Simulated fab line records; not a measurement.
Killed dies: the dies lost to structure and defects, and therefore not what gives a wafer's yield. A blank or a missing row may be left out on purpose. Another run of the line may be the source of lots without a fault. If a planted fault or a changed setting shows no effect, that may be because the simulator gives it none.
Chamber matching | flow nand_harc | NHARC_A_STAIRCASE_ETCHBACK_157 on rie_diel-04: 4 sister chambers
The step etches the open film in CH3F/O2, target depth 90 nm, time 167.14 s. 8 wafers are shown with their chamber, then 9 later ones without.

== WAFERS WITH THEIR CHAMBER ==
wafer  | chamber | drypump_motor_current_A (A) | showerhead_plenum_p_Torr (Torr)
L075.2 | 2       | 6.3                         | 2.52
L078.1 | 2       | 6.3                         | 2.51
L079.5 | 1       | 6.3                         | 2.37
L087.3 | 1       | 6.3                         | 2.36
L087.4 | 0       | 6.2                         | 2.32
L086.2 | 3       | 5.4                         | 2.64
L086.3 | 0       | 6.2                         | 2.32
L086.5 | 3       | 5.5                         | 2.64

== WAFERS WITH NO CHAMBER GIVEN ==
wafer  | drypump_motor_current_A (A) | showerhead_plenum_p_Torr (Torr)
L090.2 | 5.4                         | 2.63
L090.3 | 6.3                         | 2.36
L090.6 | 5.4                         | 2.63
L096.3 | 6.2                         | 2.31
L096.4 | 6.3                         | 2.49
L096.5 | 6.3                         | 2.49
L097.1 | 6.3                         | 2.49
L097.4 | 5.4                         | 2.62
L097.5 | 6.3                         | 2.49

== WHICH CHAMBER EACH WENT THROUGH ==
wafer  | from the rows above | in truth
L090.2 | 3                   | 3
L090.3 | 1                   | 1
L090.6 | 3                   | 3
L096.3 | 0                   | 0
L096.4 | 2                   | 2
L096.5 | 2                   | 2
L097.1 | 2                   | 2
L097.4 | 3                   | 3
L097.5 | 2                   | 2
9 of 9 placed correctly. Can't be placed from these rows: 0. 0 placed wrongly.
How it was worked out, from the rows above alone: a wafer's distance from a chamber is the root of the sum, over the readings, of the square of ((its reading less the chamber's mean) divided by the reading's scatter). The wafer belongs to the nearest chamber; if the next one is less than 2 further off, it can't be placed. A chamber's mean is the mean of its shown wafers. How the scatter is found: for the shown wafers, subtract from each reading the mean of its chamber, square and add these, divide the total by (wafers less chambers), then take the root.
